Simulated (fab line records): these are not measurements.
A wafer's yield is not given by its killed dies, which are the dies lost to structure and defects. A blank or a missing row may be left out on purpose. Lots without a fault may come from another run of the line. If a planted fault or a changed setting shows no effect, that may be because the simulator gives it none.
Matching of chambers	flow n5-finfet	4 sister chambers for N5_HKMG_FIN_ETCH_55 on rie-diel-03
The step etches SOC in N2/H2, target depth 240 nm, time 300 s. 20 wafers are shown with their chamber, then 10 later ones without.

## WAFERS, EACH WITH ITS CHAMBER
wafer	chamber	showerhead-plenum-p-Torr (Torr)	drypump-motor-current-A (A)	throttle-valve-pct (%)
L074.1	2	2.46	5.3	17.46
L074.3	0	2.44	5.6	17.89
L074.6	3	2.65	6.5	17.94
L076.1	2	2.46	5.2	17.46
L076.4	3	2.65	6.5	17.95
L076.5	2	2.46	5.3	17.45
L077.1	1	2.62	5.2	17.88
L077.4	0	2.44	5.6	17.91
L077.5	2	2.46	5.3	17.47
L080.1	3	2.64	6.5	17.97
L080.4	2	2.46	5.3	17.48
L080.6	3	2.64	6.5	17.95
L081.1	0	2.44	5.7	17.93
L081.3	2	2.46	5.3	17.47
L081.4	1	2.62	5.2	17.90
L083.2	0	2.43	5.6	17.94
L083.4	3	2.64	6.5	17.95
L083.6	0	2.43	5.6	17.95
L085.2	1	2.62	5.2	17.91
L085.3	0	2.43	5.6	17.95

SIGNATURES (means of the wafers above)
reading	chamber 0	chamber 1	chamber 2	chamber 3	scatter within a chamber
showerhead-plenum-p-Torr	2.4350	2.6200	2.4600	2.6440	0.00411
drypump-motor-current-A	5.617	5.200	5.283	6.500	0.0323
throttle-valve-pct	17.9283	17.8967	17.4650	17.9520	0.0165
Rule: for each reading, subtract the chamber's mean from the wafer's reading, divide by that reading's scatter and square the result; add these up over the readings and take the root, which gives the wafer's distance from the chamber. The wafer belongs to the nearest chamber; if the next one is less than 2 further off, it can't be placed. The scatter: the root of (the sum of the squares of (reading less its chamber's mean) over the shown wafers, divided by (wafers less chambers)).

## WAFERS WITH NO CHAMBER GIVEN
wafer	showerhead-plenum-p-Torr (Torr)	drypump-motor-current-A (A)	throttle-valve-pct (%)
L085.4	2.45	5.3	17.50
L088.1	2.43	5.7	17.96
L088.3	2.64	6.5	17.99
L088.6	2.45	5.3	17.48
L090.3	2.64	6.5	17.99
L090.4	2.61	5.2	17.91
L090.5	2.61	5.2	17.91
L095.2	2.42	5.7	17.98
L095.5	2.42	5.7	17.98
L095.6	2.44	5.3	17.52

## THE CHAMBER EACH PASSED THROUGH
wafer	from the rows above	in truth
L085.4	2	2
L088.1	0	0
L088.3	3	3
L088.6	2	2
L090.3	3	3
L090.4	1	1
L090.5	1	1
L095.2	0	0
L095.5	0	0
L095.6	2	2
10 of 10 placed correctly. Not placeable from these rows: 0. 0 placed wrongly.
